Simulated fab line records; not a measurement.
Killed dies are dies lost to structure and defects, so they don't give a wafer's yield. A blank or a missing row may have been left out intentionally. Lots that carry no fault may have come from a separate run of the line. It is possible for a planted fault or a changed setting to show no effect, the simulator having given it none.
Chamber matching	flow n5-finfet	rie-diel-02 running N5_BEOL_M0_SAQP_DESCUM_45: 4 sister chambers
The step chemistry O2, time 7 s. 14 wafers are shown with their chamber, then 7 later ones without.

== WAFERS PAIRED WITH THEIR CHAMBERS ==
wafer	chamber	showerhead-plenum-p-Torr (Torr)	drypump-motor-current-A (A)	throttle-valve-pct (%)
L074.4	2	2.04	6.3	20.60
L074.5	3	2.05	6.4	20.14
L074.6	0	2.16	6.4	20.53
L079.1	2	2.03	6.4	20.63
L079.3	1	2.15	5.1	20.18
L079.4	3	2.04	6.4	20.16
L080.1	1	2.15	5.1	20.17
L080.2	3	2.04	6.4	20.15
L080.5	1	2.15	5.1	20.17
L083.3	2	2.03	6.3	20.64
L083.5	2	2.03	6.3	20.64
L083.6	3	2.04	6.4	20.17
L086.1	3	2.04	6.5	20.16
L086.2	0	2.16	6.4	20.10

SIGNATURES, as means of the wafers listed above
reading	chamber 0	chamber 1	chamber 2	chamber 3	scatter within a chamber
showerhead-plenum-p-Torr	2.1600	2.1500	2.0325	2.0420	0.00394
drypump-motor-current-A	6.400	5.100	6.325	6.420	0.0394
throttle-valve-pct	20.3150	20.1733	20.6275	20.1560	0.097
Rule: for each reading, subtract the chamber's mean from the wafer's reading, divide by that reading's scatter and square the result; add these up over the readings and take the root, which gives the wafer's distance from the chamber. The wafer belongs to the nearest chamber; if the next one is less than 2 further off, it can't be placed. The scatter is the square root of a quotient: the sum, over the shown wafers, of each reading's squared deviation from its chamber's mean, divided by wafers minus chambers.

== WAFERS WHOSE CHAMBER IS MISSING ==
wafer	showerhead-plenum-p-Torr (Torr)	drypump-motor-current-A (A)	throttle-valve-pct (%)
L086.6	2.16	6.4	20.10
L087.1	2.04	6.4	20.17
L087.5	2.03	6.4	20.62
L087.6	2.14	5.1	20.19
L095.1	2.15	6.4	20.12
L095.5	2.15	6.4	20.12
L095.6	2.14	5.1	20.21

== CHAMBER TAKEN BY EACH ==
wafer	from the rows above	in truth
L086.6	0	0
L087.1	3	3
L087.5	2	2
L087.6	1	1
L095.1	0	0
L095.5	0	0
L095.6	1	1
Correct placement for 7 of the 7. From these rows, 0 cannot be placed. 0 placed wrongly.
